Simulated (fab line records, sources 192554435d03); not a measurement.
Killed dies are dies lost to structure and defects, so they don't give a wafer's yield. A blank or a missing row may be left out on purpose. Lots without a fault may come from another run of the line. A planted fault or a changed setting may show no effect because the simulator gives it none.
Chamber matching | flow n5_finfet | N5_BEOL_M14_DESCUM_15 on rie_diel-05: 4 sister chambers
The step chemistry O2, time 7.9 s. 8 wafers are shown with their chamber, then 10 later ones without.

WAFERS WITH THEIR CHAMBER
wafer  | chamber | throttle_valve_pct (%) | showerhead_plenum_p_Torr (Torr)
L075.1 | 2       | 20.17                  | 2.08
L082.1 | 0       | 20.21                  | 2.19
L082.2 | 2       | 20.17                  | 2.07
L082.4 | 1       | 20.67                  | 2.20
L082.5 | 3       | 20.52                  | 2.22
L082.6 | 0       | 20.20                  | 2.19
L084.1 | 3       | 20.53                  | 2.22
L084.2 | 1       | 20.67                  | 2.20

WAFERS WITHOUT THEIR CHAMBER
wafer  | throttle_valve_pct (%) | showerhead_plenum_p_Torr (Torr)
L084.3 | 20.20                  | 2.19
L084.4 | 20.19                  | 2.07
L084.5 | 20.21                  | 2.19
L084.6 | 20.70                  | 2.20
L096.1 | 20.26                  | 2.18
L096.5 | 20.22                  | 2.07
L096.6 | 20.56                  | 2.21
L097.2 | 20.23                  | 2.06
L097.3 | 20.25                  | 2.18
L097.6 | 20.71                  | 2.19

WHICH CHAMBER EACH WENT THROUGH
wafer  | from the rows above | in truth
L084.3 | 0                   | 0
L084.4 | 2                   | 2
L084.5 | 0                   | 0
L084.6 | 1                   | 1
L096.1 | 0                   | 0
L096.5 | 2                   | 2
L096.6 | 3                   | 3
L097.2 | 2                   | 2
L097.3 | 0                   | 0
L097.6 | 1                   | 1
Placed correctly: 10 of 10. Can't be placed from these rows: 0. Placed wrongly: 0.
How it was worked out, from the rows above alone: a wafer's distance from a chamber is the root of the sum, over the readings, of the square of ((its reading less the chamber's mean) divided by the reading's scatter). The wafer belongs to the nearest chamber; if the next one is less than 2 further off, it can't be placed. A chamber's mean is the mean of its shown wafers. The scatter: the root of (the sum of the squares of (reading less its chamber's mean) over the shown wafers, divided by (wafers less chambers)).
